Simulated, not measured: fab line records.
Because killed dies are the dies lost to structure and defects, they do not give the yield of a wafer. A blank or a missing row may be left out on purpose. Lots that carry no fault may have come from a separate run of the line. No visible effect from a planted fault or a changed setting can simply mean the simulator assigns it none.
Chamber matching + flow n5Finfet + N5_BEOL_M5_CURE_80 on uvCure-03 has 3 sister chambers
The step cures SiCOH lowk, time 120 s. 16 wafers are shown with their chamber, then 8 later ones without.

WAFERS WITH THEIR CHAMBER
| wafer  | chamber | wafer_temp_C_max | lampPowerPct (%) |
|--------|---------|------------------|------------------|
| L076.1 | 1       | 371.0            | 52.32            |
| L076.2 | 1       | 371.4            | 52.41            |
| L076.5 | 1       | 371.2            | 52.29            |
| L080.1 | 0       | 372.0            | 52.28            |
| L080.3 | 0       | 372.4            | 52.32            |
| L080.4 | 0       | 371.6            | 52.27            |
| L085.1 | 2       | 370.9            | 52.24            |
| L085.3 | 2       | 371.3            | 52.25            |
| L085.6 | 2       | 371.0            | 52.28            |
| L088.1 | 2       | 371.0            | 52.31            |
| L088.3 | 2       | 371.3            | 52.32            |
| L088.6 | 2       | 371.5            | 52.24            |
| L091.1 | 1       | 371.4            | 52.34            |
| L091.5 | 1       | 371.4            | 52.34            |
| L091.6 | 1       | 371.2            | 52.35            |
| L092.4 | 2       | 371.4            | 52.29            |

SIGNATURES (averages over the wafers above)
| reading          | chamber 0 | chamber 1 | chamber 2 | scatter within a chamber |
|------------------|-----------|-----------|-----------|--------------------------|
| wafer_temp_C_max | 372.000   | 371.267   | 371.200   | 0.244                    |
| lampPowerPct     | 52.2900   | 52.3417   | 52.2757   | 0.0349                   |
Rule: for a wafer and a chamber, the distance is found by dividing, reading by reading, the gap between the wafer's reading and the chamber's mean by the reading's scatter, squaring, summing and taking the root. If the next closest chamber is less than 2 further off than the closest, the wafer can't be placed; otherwise it belongs to the closest. The scatter: the root of (the sum of the squares of (reading less its chamber's mean) over the shown wafers, divided by (wafers less chambers)).

WAFERS WITH NO CHAMBER GIVEN
| wafer  | wafer_temp_C_max | lampPowerPct (%) |
|--------|------------------|------------------|
| L092.5 | 371.7            | 52.36            |
| L092.6 | 370.9            | 52.29            |
| L093.1 | 370.8            | 52.26            |
| L093.3 | 371.2            | 52.22            |
| L093.6 | 371.4            | 52.33            |
| L093.2 | 371.5            | 52.31            |
| L093.4 | 371.2            | 52.37            |
| L093.5 | 371.0            | 52.34            |

WHICH CHAMBER EACH ONE RAN IN
| wafer  | from the rows above          | in truth |
|--------|------------------------------|----------|
| L092.5 | can't be placed: 1 or 0 or 2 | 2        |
| L092.6 | can't be placed: 2 or 1      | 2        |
| L093.1 | can't be placed: 2 or 1      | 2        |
| L093.3 | can't be placed: 2 or 1      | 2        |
| L093.6 | can't be placed: 1 or 2      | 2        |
| L093.2 | can't be placed: 1 or 2 or 0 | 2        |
| L093.4 | can't be placed: 1 or 2      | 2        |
| L093.5 | can't be placed: 1 or 2      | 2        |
Correctly placed: 0 of 8. These rows do not allow placing 8 (true chamber among the candidates in 8). 0 placed wrongly.
